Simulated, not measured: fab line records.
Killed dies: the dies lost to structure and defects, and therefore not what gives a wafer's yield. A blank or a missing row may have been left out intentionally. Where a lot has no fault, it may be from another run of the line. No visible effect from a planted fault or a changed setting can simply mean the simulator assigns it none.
Chamber matching ; flow nand-harc ; rie-si-05 running NHARC_P_GATE_ETCH_32: 4 sister chambers
The step etches the open film in HBr/Cl2, target depth 150 nm, time 100.1 s. 20 wafers are shown with their chamber, then 10 later ones without.

WAFERS PAIRED WITH THEIR CHAMBERS
wafer;chamber;drypump-motor-current-A (A);oes-product-au (a.u.);throttle-valve-pct (%)
L074.1;0;5.9;0.990;26.417
L074.3;2;6.0;1.000;26.404
L074.4;1;5.5;1.000;26.403
L076.2;1;5.5;1.004;26.409
L076.5;1;5.4;0.992;26.411
L076.6;0;5.8;1.000;26.399
L079.1;3;6.5;0.999;26.402
L079.4;2;6.1;1.003;26.417
L079.6;3;6.5;0.992;26.408
L079.2;1;5.4;0.996;26.426
L079.3;0;5.8;1.011;26.398
L079.5;0;5.9;1.012;26.409
L080.1;2;6.1;1.003;26.408
L080.3;3;6.5;1.003;26.400
L080.6;1;5.4;0.997;26.388
L084.4;0;5.9;1.000;26.394
L084.5;1;5.4;0.999;26.398
L084.6;2;6.1;1.004;26.399
L088.3;2;6.1;1.020;26.411
L088.4;1;5.4;0.993;26.414

SIGNATURES, as means of the wafers listed above
reading;chamber 0;chamber 1;chamber 2;chamber 3;scatter within a chamber
drypump-motor-current-A;5.860;5.429;6.080;6.500;0.0463
oes-product-au;1.00260;0.99729;1.00600;0.99800;0.00685
throttle-valve-pct;26.40340;26.40700;26.40780;26.40333;0.00956
Rule: for a wafer and a chamber, the distance is found by dividing, reading by reading, the gap between the wafer's reading and the chamber's mean by the reading's scatter, squaring, summing and taking the root. The wafer belongs to the nearest chamber; if the next one is less than 2 further off, it can't be placed. The scatter: take each reading less its chamber's mean, square it, sum over the shown wafers, divide by the number of wafers less the number of chambers, and take the root.

WAFERS WHOSE CHAMBER IS MISSING
wafer;drypump-motor-current-A (A);oes-product-au (a.u.);throttle-valve-pct (%)
L088.5;5.4;0.996;26.410
L090.1;5.9;1.010;26.395
L090.4;5.4;0.993;26.408
L090.5;6.5;1.005;26.411
L092.1;5.4;0.993;26.420
L092.4;5.9;0.998;26.405
L092.5;5.9;0.995;26.400
L092.2;6.0;1.008;26.387
L092.3;6.5;0.991;26.413
L092.6;5.4;0.991;26.390

EACH ONE'S CHAMBER
wafer;from the rows above;in truth
L088.5;1;1
L090.1;0;0
L090.4;1;1
L090.5;3;3
L092.1;1;1
L092.4;0;0
L092.5;0;0
L092.2;can't be placed: 2 or 0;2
L092.3;3;3
L092.6;1;1
Correct placement for 9 of the 10. Unplaceable from these rows: 1, with the true chamber sitting among the candidates in 1. 0 placed wrongly.
